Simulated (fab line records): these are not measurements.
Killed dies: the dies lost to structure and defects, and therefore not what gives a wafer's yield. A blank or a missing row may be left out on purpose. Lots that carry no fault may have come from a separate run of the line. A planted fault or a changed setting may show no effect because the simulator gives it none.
fab line records | flow nand-harc | part 1 of 2: steps 1 to 4 of 6
record: lots: 22 wafers: 66 last-day: 25
route steps=1159 shown A_STAIRCASE@670 A_SGD_CUT@761
lots that met no fault: from a run of the same line without faults
start-h: the number of hours between the record's first day and the start of the first shown wafer of the lot | wait-h: hours elapsed since this lot's preceding step | " identical to the entry in the row above | L1.1+2: a row that stands for several wafers | - either no value or no given start | * or withheld: withheld | < > ~ a bound
route shown NAME@n: a module of which the file shows steps, and the number in the route of the first | usual: average and standard deviation across the fault-free wafers | same: alike in all rows | chamber/n: place in a boat | sites: readings site by site | _std_site: standard deviation across them | _edge_site: mean of outer sites minus mean of inner sites | radius-mm: for every site, how far away it sits from the centre of the wafer | mask NAME#n: copy n | behind: the last tool/chamber to shape the wafer | hold: the reason the lot was held/the length of the hold in hours/how it ended | device: whichever transistor did not switch (one of n, p or np) | end of line: at the end of the route, the tests of the same wafers | for a step that has no rows: nothing shown but its recipe | killed: dies that structure and defects cost at the first sort, which is not the same as the wafer's yield | map: dies across one wafer; x = killed, . = not, _ = none there
set.NAME: the setting the step ran with; set.NAME@STEP: the setting that earlier step ran with | model.NAME: the simulator's own value behind a step, which no gauge read
one table for each step of the route and one row for each wafer, over a sample of lots
services: a tool's chamber out of use, with start hour (start-h, from the record's first day; less than 0 if before it), hours out, and reason
== steps ==
step: NHARC_A_STAIRCASE_STRIP_295
recipe: o2-flow-sccm: 500 ar-flow-sccm: 0 bias-w: 0 chemistry: O2
usual: drypump-motor-current-A: 5.7/0.35 oes-product-au: 0.995/0.01 rf-vpp-V: 57.7/0.86 showerhead-plenum-p-Torr: 3.50/0.15 throttle-valve-pct: 17.035/0.0093
columns lot.wafer tool chamber start-h wait-h drypump-motor-current-A oes-product-au rf-hours-counter-h rf-vpp-V showerhead-plenum-p-Torr throttle-valve-pct
L074.1 rie-diel-05 1 - - 5.6 0.993 33 56.4 3.39 17.044
L074.2 " 2 " " 5.7 0.992 27 58.4 3.61 17.031
L074.3 " 0 " " 6.3 1.001 34 57.5 3.54 17.032
L075.3 rie-diel-05 2 - - 5.7 0.986 28 57.5 3.61 17.021
L075.2 " 3 " " 5.3 0.990 29 58.5 3.62 17.030
L075.1 " 0 " " 6.3 0.997 34 56.6 3.54 17.012
L076.4 rie-diel-02 3 - - 6.3 0.992 42 57.2 3.27 17.037
L076.1 " 0 " " 5.6 0.983 44 57.5 3.61 17.036
L076.6 " 1 " " 6.1 0.994 - 57.8 3.55 17.047
L077.1 rie-diel-13 2 - - 5.3 1.003 64 58.2 3.64 17.041
L077.3 " 3 " " 6.0 0.989 61 55.9 3.29 17.029
L077.6 " 1 " " 5.8 0.978 - 58.1 3.30 17.052
L079.1 rie-diel-05 0 - - 6.3 0.997 39 58.2 3.54 17.044
L079.2 " 2 " " 5.7 0.996 30 58.2 3.61 17.032
L079.6 " 3 " " 5.3 0.982 - 58.3 3.61 17.026
L078.1 rie-diel-05 3 - - 5.4 0.998 34 58.5 3.61 17.017
L078.3 " 1 " " 5.6 1.008 39 58.5 3.38 17.025
L078.6 " 0 " " 6.3 1.004 - 57.4 3.54 17.015
L081.4 rie-diel-05 0 - - 6.3 0.993 48 58.4 3.54 17.033
L081.2 " 1 " " 5.6 1.000 47 57.9 3.38 17.035
L081.3 " 3 " " 5.3 0.989 40 57.9 3.61 17.039
L083.3 rie-diel-13 0 - - 5.6 0.999 6 57.3 3.53 17.032
L083.4 " 1 " " 5.8 0.978 6 56.8 3.30 17.036
L083.1 " 3 " " 6.1 0.995 6 57.0 3.29 17.037
L080.1 rie-diel-05 1 - - 5.6 0.998 50 58.5 3.38 17.038
L080.3 " 3 " " 5.4 0.980 44 57.4 3.61 17.027
L080.4 " 0 " " 6.3 1.005 52 57.7 3.53 17.048
L082.3 rie-diel-13 1 - - 5.8 0.981 8 56.7 3.30 17.039
L082.1 " 2 " " 5.3 1.012 7 58.9 3.64 17.038
L082.5 " 3 " " 6.0 0.996 - 57.0 3.29 17.033
L084.4 rie-diel-02 2 - - 5.0 0.999 57 59.7 3.77 17.040
L084.3 " 3 " " 6.3 1.002 57 56.7 3.27 17.034
L084.2 " 0 " " 5.6 0.986 57 57.9 3.61 17.047
L089.3 rie-diel-13 1 - - 5.8 0.979 17 57.9 3.29 17.039
L089.6 " 1 " " 5.8 0.976 - 57.3 3.30 17.035
L089.5 " 2 " " 5.3 1.003 - 57.6 3.63 17.036
L086.3 rie-diel-13 1 - - 5.8 0.983 19 57.0 3.29 17.033
L086.4 " 0 " " 5.6 0.997 19 58.8 3.52 17.042
L086.6 " 2 " " 5.3 1.011 - 57.5 3.63 17.032
L087.4 rie-diel-05 0 - - 6.3 1.000 64 57.4 3.53 17.039
L087.6 " 0 " " 6.3 1.003 - 58.8 3.53 17.025
L087.5 " 1 " " 5.6 0.996 - 57.1 3.37 17.048
L088.2 rie-diel-13 1 - - 5.8 0.976 23 58.1 3.29 17.033
L088.1 " 3 " " 6.1 0.991 23 56.7 3.28 17.021
L088.4 " 0 " " 5.6 0.999 - 58.4 3.52 17.014
L090.2 rie-diel-13 2 - - 5.3 1.006 27 59.7 3.63 17.008
L090.6 " 2 " " 5.3 1.019 - 57.5 3.62 17.034
L090.5 " 3 " " 6.1 0.993 - 57.7 3.27 17.051
L093.2 rie-diel-13 2 - - 5.3 1.011 28 59.0 3.62 17.035
L093.3 " 1 " " 5.8 0.991 35 57.2 3.28 17.037
L093.6 " 2 " " 5.3 1.015 - 59.0 3.62 17.044
L094.2 rie-diel-05 3 - - 5.3 1.010 9 58.8 3.59 17.051
L094.3 " 0 " " 6.3 0.980 9 57.5 3.52 17.032
L094.5 " 3 " " 5.3 1.005 - 57.8 3.59 17.031
L092.2 rie-diel-02 3 - - 6.3 1.000 6 57.0 3.80 17.032
L092.6 " 3 " " 6.3 1.008 - 57.5 3.80 17.034
L092.5 " 0 " " 5.6 1.006 - 57.7 3.59 17.030
L096.4 rie-diel-05 3 - - 5.3 1.013 12 57.8 3.59 17.022
L096.5 " 0 " " 6.3 0.995 - 57.3 3.52 17.043
L096.6 " 1 " " 5.6 1.000 - 56.3 3.37 17.034
L095.1 rie-diel-05 1 - - 5.6 1.009 13 56.9 3.36 17.030
L095.2 " 2 " " 5.6 0.998 14 58.1 3.59 17.044
L095.4 " 0 " " 6.3 0.996 14 57.3 3.52 17.034
L097.1 rie-diel-13 3 - - 6.1 1.012 45 57.0 3.27 17.024
L097.2 " 0 " " 5.6 1.000 45 57.9 3.50 17.042
L097.5 " 2 " " 5.3 1.011 - 57.8 3.62 17.041
step: NHARC_A_STAIRCASE_DEP_417
recipe: target-thk-a: 600 step-coverage-pct: 20 temp-c: 400 target-thk-nm: 60 flow-sccm: 200 rf-w: 450 material: Si3N4
usual: heater-power-w: 780/100
columns lot.wafer tool chamber start-h wait-h heater-power-w since-wet-clean-h
L074.2 pecvd-02 1 270.43 - 784 104
L074.3 " 2 " " 694 104
L074.1 " 0 " " 883 104
L075.1 pecvd-01 2 271.60 - 765 22
L075.3 " 0 " " 774 22
L075.2 " 1 " " 894 22
L076.1 pecvd-02 2 276.15 - 708 110
L076.6 " 2 " " 714 -
L076.4 " 1 " " 800 -
L077.1 pecvd-02 0 277.42 - 990 111
L077.3 " 1 " " 811 111
L077.6 " 1 " " 799 -
L079.2 pecvd-02 1 278.02 - 722 112
L079.1 " 0 " " 953 112
L079.6 " 1 " " 725 -
L078.3 pecvd-02 0 284.17 - 915 118
L078.1 " 2 " " 734 118
L078.6 " 2 " " 754 -
L081.3 pecvd-02 0 305.85 - 914 140
L081.2 " 1 " " 754 140
L081.4 " 2 " " 641 -
L083.1 pecvd-01 1 314.84 - 711 65
L083.3 " 2 " " 677 65
L083.4 " 2 " " 693 -
L080.3 pecvd-02 1 315.65 - 770 149
L080.1 " 0 " " 962 149
L080.4 " 0 " " 981 -
L084.2 pecvd-02 0 320.61 - 974 154
L084.3 " 1 " " 823 154
L084.4 " 0 " " 963 -
L082.3 pecvd-01 1 320.88 - 830 71
L082.1 " 0 " " 789 71
L082.5 " 2 " " 776 -
L089.3 pecvd-04 0 341.39 - 555 133
L089.5 " 0 " " 531 -
L089.6 " 1 " " 623 -
L086.3 pecvd-04 1 345.77 - 642 137
L086.4 " 2 " " 822 -
L086.6 " 0 " " 594 -
L087.6 pecvd-02 1 349.04 - 775 -
L087.5 " 2 " " 783 -
L087.4 " 0 " " 969 -
L088.2 pecvd-02 1 354.20 - 790 7
L088.1 " 2 " " 765 7
L088.4 " 0 " " 805 -
L090.2 pecvd-04 1 375.22 - 676 167
L090.6 " 2 " " 812 -
L090.5 " 1 " " 664 -
L093.2 pecvd-01 1 377.53 - 738 128
L093.3 " 1 " " 770 -
L093.6 " 1 " " 762 -
L094.2 pecvd-01 2 379.20 - 726 129
L094.3 " 2 " " 718 -
L094.5 " 1 " " 810 -
L092.2 pecvd-01 0 383.72 - 795 134
L092.6 " 0 " " 632 -
L092.5 " 1 " " 793 -
L096.6 pecvd-02 0 387.72 - 1029 -
L096.4 " 1 " " 794 -
L096.5 " 2 " " 803 -
L095.2 pecvd-02 1 391.76 - 758 44
L095.1 " 2 " " 714 44
L095.4 " 1 " " 769 -
L097.1 pecvd-02 2 403.12 - 748 56
L097.2 " 1 " " 800 56
L097.5 " 0 " " 881 -
step: NHARC_A_STAIRCASE_DESCUM_443
recipe: time-s: 3 o2-flow-sccm: 200 ar-flow-sccm: 0 bias-power-w: 0 chemistry: O2
usual: drypump-motor-current-A: 5.7/0.39 oes-product-au: 0.999/0.011 rf-vpp-V: 57.7/0.98 showerhead-plenum-p-Torr: 1.91/0.093 throttle-valve-pct: 11.310/0.0095
columns lot.wafer tool chamber start-h wait-h drypump-motor-current-A oes-product-au rf-hours-counter-h rf-vpp-V showerhead-plenum-p-Torr throttle-valve-pct
L075.2 rie-diel-02 3 308.61 - 6.3 0.998 55 56.6 1.76 11.303
L075.3 " 0 " " 5.6 1.005 54 57.7 1.96 11.310
L075.1 " 1 " " 6.1 0.997 55 57.0 1.92 11.318
L074.3 rie-diel-05 2 308.76 - 5.7 0.990 41 58.2 1.96 11.315
L074.1 " 3 " " 5.3 0.988 44 58.5 1.96 11.327
L074.2 " 1 " " 5.6 0.991 50 56.4 1.83 11.308
L076.4 rie-diel-13 0 317.88 - 5.6 0.988 11 57.9 1.91 11.320
L076.1 " 1 " " 5.8 0.979 10 56.3 1.78 11.319
L076.6 " 0 " " 5.6 0.994 - 57.7 1.91 11.321
L079.2 rie-diel-05 1 317.93 - 5.6 1.000 54 57.3 1.82 11.302
L079.1 " 2 " " 5.7 0.979 45 58.1 1.96 11.305
L079.6 " 0 " " 6.3 1.005 - 57.3 1.92 11.314
L077.1 rie-diel-02 2 318.09 - 5.0 1.008 59 57.5 2.06 11.298
L077.3 " 0 " " 5.6 0.999 59 58.6 1.96 11.308
L077.6 " 2 " " 5.0 1.005 - 59.7 2.06 11.311
L078.1 rie-diel-13 3 323.07 - 6.1 0.999 13 58.5 1.77 11.294
L078.3 " 1 " " 5.8 0.985 14 58.8 1.78 11.294
L078.6 " 3 " " 6.1 0.991 - 57.1 1.77 11.303
L081.2 rie-diel-02 1 341.35 - 6.1 1.000 1 57.7 1.92 11.303
L081.3 " 0 " " 5.6 1.001 1 58.1 1.96 11.317
L081.4 " 1 " " 6.1 0.993 - 58.6 1.92 11.307
L080.1 rie-diel-02 2 351.46 - 5.0 1.027 8 58.9 2.05 11.301
L080.3 " 0 " " 5.6 1.000 7 56.2 1.95 11.311
L080.4 " 0 " " 5.6 0.997 - 58.0 1.95 11.312
L083.1 rie-diel-13 0 351.65 - 5.6 0.992 26 58.5 1.91 11.295
L083.3 " 1 " " 5.8 0.988 26 56.4 1.78 11.335
L083.4 " 3 " " 6.1 0.995 - 56.7 1.77 11.316
L084.4 rie-diel-13 0 362.22 - 5.6 0.978 32 58.1 1.90 11.309
L084.2 " 1 " " 5.8 0.983 32 56.1 1.77 11.305
L084.3 " 2 " " 5.3 1.012 26 57.7 1.97 11.315
L082.3 rie-diel-02 3 362.39 - 6.3 0.997 3 59.1 2.08 11.300
L082.1 " 1 " " 6.1 1.003 13 57.2 1.91 11.312
L082.5 " 2 " " 5.0 1.010 - 56.3 2.05 11.311
L089.3 rie-diel-05 3 380.49 - 5.3 1.015 12 59.0 1.95 11.304
L089.5 " 3 " " 5.3 1.020 - 57.6 1.95 11.325
L089.6 " 0 " " 6.3 0.989 - 58.0 1.91 11.308
L086.3 rie-diel-13 1 380.52 - 5.8 0.995 39 56.8 1.77 11.330
L086.4 " 0 " " 5.6 1.001 40 57.6 1.90 11.293
L086.6 " 2 " " 5.3 1.016 - 57.9 1.97 11.325
L087.4 rie-diel-02 3 382.09 - 6.3 1.001 9 59.4 2.07 11.325
L087.5 " 1 " " 6.1 0.994 - 57.2 1.91 11.306
L087.6 " 2 " " 5.0 1.011 - 57.3 2.05 11.313
L088.4 rie-diel-05 0 394.76 - 6.3 1.000 19 58.3 1.91 11.300
L088.2 " 2 " " 5.7 0.994 19 57.7 1.95 11.320
L088.1 " 3 " " 5.3 1.019 20 58.8 1.95 11.309
L090.2 rie-diel-05 2 409.75 - 5.7 0.999 24 58.1 1.95 11.308
L090.5 " 0 " " 6.3 1.004 - 58.0 1.91 11.309
L090.6 " 1 " " 5.6 1.002 - 57.8 1.81 11.316
L093.3 rie-diel-02 0 410.30 - 5.6 1.015 25 58.8 1.95 11.298
L093.2 " 1 " " 6.1 0.999 27 57.3 1.91 11.310
L093.6 " 0 " " 5.6 1.014 - 58.7 1.95 11.322
L094.2 rie-diel-05 2 417.76 - 5.7 0.995 28 56.6 1.94 11.294
L094.3 " 0 " " 6.3 0.994 28 59.3 1.90 11.312
L094.5 " 1 " " 5.6 1.007 - 56.2 1.81 11.304
L096.4 rie-diel-13 2 424.26 - 5.3 0.993 46 56.1 1.96 11.309
L096.6 " 0 " " 5.6 0.988 - 55.7 1.90 11.306
L096.5 " 1 " " 5.8 0.979 - 57.8 1.77 11.316
L092.2 rie-diel-02 1 424.40 - 6.1 0.993 32 56.1 1.91 11.327
L092.5 " 1 " " 6.1 0.997 - 57.7 1.91 11.313
L092.6 " 2 " " 5.0 1.004 - 58.5 2.04 11.316
L095.4 rie-diel-05 2 424.56 - 5.7 0.989 31 59.3 1.94 11.321
L095.1 " 3 " " 5.3 1.017 31 56.6 1.94 11.313
L095.2 " 1 " " 5.6 1.007 30 57.9 1.81 11.307
L097.2 rie-diel-13 2 445.48 - 5.3 1.003 53 57.7 1.96 11.304
L097.1 " 3 " " 6.1 0.990 60 56.2 1.76 11.307
L097.5 " 0 " " 5.6 0.983 - 58.0 1.90 11.299
step: NHARC_A_STAIRCASE_STRIP_446
recipe: power-w: 1500 temp-c: 250 chemistry: O2
usual: drypump-motor-current-A: 5.59/0.29 heater-power-w: 343/32
columns lot.wafer tool chamber start-h wait-h drypump-motor-current-A heater-power-w rf-hours-counter-h
L075.1 plasma-asher-02 1 310.96 0.0 5.89 323 41
L075.2 " 0 " " 5.90 296 41
L075.3 " 0 " " 5.95 295 -
L074.2 plasma-asher-01 0 311.09 0.0 5.49 371 7
L074.1 " 1 " " 5.18 368 7
L074.3 " 0 " " 5.48 369 -
L079.1 plasma-asher-02 0 320.29 0.0 5.91 294 43
L079.2 " 1 " " 5.87 326 43
L079.6 " 1 " " 5.87 324 -
L076.1 plasma-asher-01 0 320.31 0.1 5.47 367 10
L076.4 " 0 " " 5.49 370 -
L076.6 " 0 " " 5.48 379 -
L077.1 plasma-asher-02 1 320.56 0.1 5.86 331 43
L077.3 " 0 " " 5.89 295 -
L077.6 " 0 " " 5.92 289 -
L078.1 plasma-asher-01 0 325.41 0.0 5.47 361 12
L078.3 " 0 " " 5.45 376 -
L078.6 " 1 " " 5.20 370 -
L081.2 plasma-asher-02 1 344.27 0.1 5.90 322 51
L081.4 " 0 " " 5.87 296 -
L081.3 " 1 " " 5.88 324 -
L080.1 plasma-asher-02 1 354.51 0.2 5.90 331 54
L080.3 " 1 " " 5.89 327 -
L080.4 " 0 " " 5.89 300 -
L083.1 plasma-asher-02 0 355.24 0.7 5.91 296 55
L083.3 " 1 " " 5.88 328 -
L083.4 " 0 " " 5.92 295 -
L084.2 plasma-asher-01 1 365.08 0.6 5.20 379 24
L084.3 " 1 " " 5.18 385 -
L084.4 " 0 " " 5.49 375 -
L082.1 plasma-asher-01 0 365.36 0.7 5.48 370 25
L082.3 " 1 " " 5.23 375 -
L082.5 " 0 " " 5.45 378 -
L089.3 plasma-asher-02 0 383.00 0.1 5.89 306 -
L089.6 " 0 " " 5.87 305 -
L089.5 " 1 " " 5.86 317 -
L086.3 plasma-asher-01 0 383.14 0.3 5.47 373 -
L086.4 " 1 " " 5.19 368 -
L086.6 " 0 " " 5.46 366 -
L087.4 plasma-asher-01 1 384.63 0.2 5.22 368 -
L087.6 " 1 " " 5.24 376 -
L087.5 " 0 " " 5.47 378 -
L088.2 plasma-asher-02 0 397.10 0.0 5.92 308 12
L088.1 " 1 " " 5.87 316 12
L088.4 " 0 " " 5.93 302 -
L090.2 plasma-asher-02 1 412.12 0.1 5.89 317 15
L090.5 " 0 " " 5.93 293 -
L090.6 " 1 " " 5.90 315 -
L093.2 plasma-asher-01 0 412.69 0.1 5.45 372 42
L093.3 " 1 " " 5.19 364 -
L093.6 " 1 " " 5.18 363 -
L094.2 plasma-asher-02 1 420.34 0.0 5.88 320 18
L094.3 " 1 " " 5.88 322 -
L094.5 " 1 " " 5.88 311 -
L096.4 plasma-asher-01 1 426.76 0.2 5.18 373 -
L096.5 " 0 " " 5.48 362 -
L096.6 " 1 " " 5.20 368 -
L092.2 plasma-asher-02 0 426.82 0.1 5.92 301 21
L092.6 " 1 " " 5.86 316 -
L092.5 " 0 " " 5.93 298 -
L095.2 plasma-asher-01 1 426.93 0.0 5.22 371 48
L095.1 " 0 " " 5.48 374 48
L095.4 " 1 " " 5.22 372 -
L097.2 plasma-asher-01 0 447.89 0.0 5.46 379 55
L097.1 " 1 " " 5.18 378 55
L097.5 " 0 " " 5.48 370 -
